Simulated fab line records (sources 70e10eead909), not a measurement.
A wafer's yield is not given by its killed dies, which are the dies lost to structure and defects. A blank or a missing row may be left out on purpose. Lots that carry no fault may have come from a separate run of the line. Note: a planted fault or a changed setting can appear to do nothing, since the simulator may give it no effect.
2 desks, one fault ; flow nandHarc ; numbers are kept per desk, each desk with only its own; the story behind them comes last

== THE DEFECT DESK ==
What the inspections along the route counted, lot by lot: means of the sampled wafers that have a number. A lot is out of limits, marked OUT, if its mean lies more than 4 standard deviations from the usual mean; the brackets give that distance.
Columns: A = rawDefectCount at NHARC_A_CHANNEL_HOLE_D1_INSPECT_40, usual 81
lot;first seen here;A
L394;day 8 16:28;55
L395;day 9 05:39;97
L396;day 9 16:31;45
L403;day 12 16:01;104
L404;day 12 22:13;103
L406;day 13 17:14;112
L407;day 14 04:39;118
L410;day 15 16:37;56
L411;day 16 01:11;101
L412;day 16 04:04;70
L413;day 16 20:21;133
L414;day 17 09:14;62
L415;day 17 13:25;56
L417;day 18 13:34;67
This desk's verdict: no lot among the 14 shows anything out of limits.

== FROM THE METROLOGY DESK ==
What the gauges read, lot by lot, whatever tool the lot ran on: means of the sampled wafers that have a number. A lot is out of limits, marked OUT, if its mean lies more than 4 standard deviations from the usual mean; the brackets give that distance.
Columns: A = thkNm at NHARC_A_ONON_D2_THK_MEAS_02, usual 1002 nm; B = thkNm at NHARC_A_ONON_D2_THK_MEAS_24, usual 998 nm
lot;first seen here;A;B
L394;day 12 05:53;993;981
L395;day 12 19:13;994;1002
L396;day 13 16:55;995;998
L404;day 16 15:00;547 (-55) OUT;-
L403;day 16 15:21;533 (-57) OUT;-
L406;day 17 05:38;999;997
L407;day 17 22:53;1011;1007
L410;day 19 05:47;1014;1002
L411;day 19 16:52;1006;996
L412;day 19 16:52;1011;1016
L413;day 20 09:34;984;978
L415;day 21 00:19;1018;1010
L414;day 21 00:20;1005;994
L417;day 22 04:48;990;1008
This desk finds L403, L404 out of limits, L404 being first, at day 16 15:00 (thkNm at NHARC_A_ONON_D2_THK_MEAS_02). L394, L395, L396, L406, L407, L410, L411, L412, L413, L415, L414, L417 stayed within limits.

== TAKEN TOGETHER ==
Metrology desk: alarm possible at day 16 15:00 on L403, L404.
No out-of-limits result turned up at the defect desk.
The defect desk has L403, L404 on record, within its limits.
The lots listed all ran NHARC_A_ONON_D2_DEP_00 on pecvdOnon-04.

== WHAT THE SIMULATOR PUT IN ==
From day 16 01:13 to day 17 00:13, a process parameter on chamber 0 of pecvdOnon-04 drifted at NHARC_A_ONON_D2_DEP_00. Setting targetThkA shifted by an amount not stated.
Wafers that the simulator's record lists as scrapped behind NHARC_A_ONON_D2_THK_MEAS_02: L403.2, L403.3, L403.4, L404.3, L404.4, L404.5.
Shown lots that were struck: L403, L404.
Per desk, hours elapsed from the start of the fault to the first reading out of limits: for the metrology desk, 14.
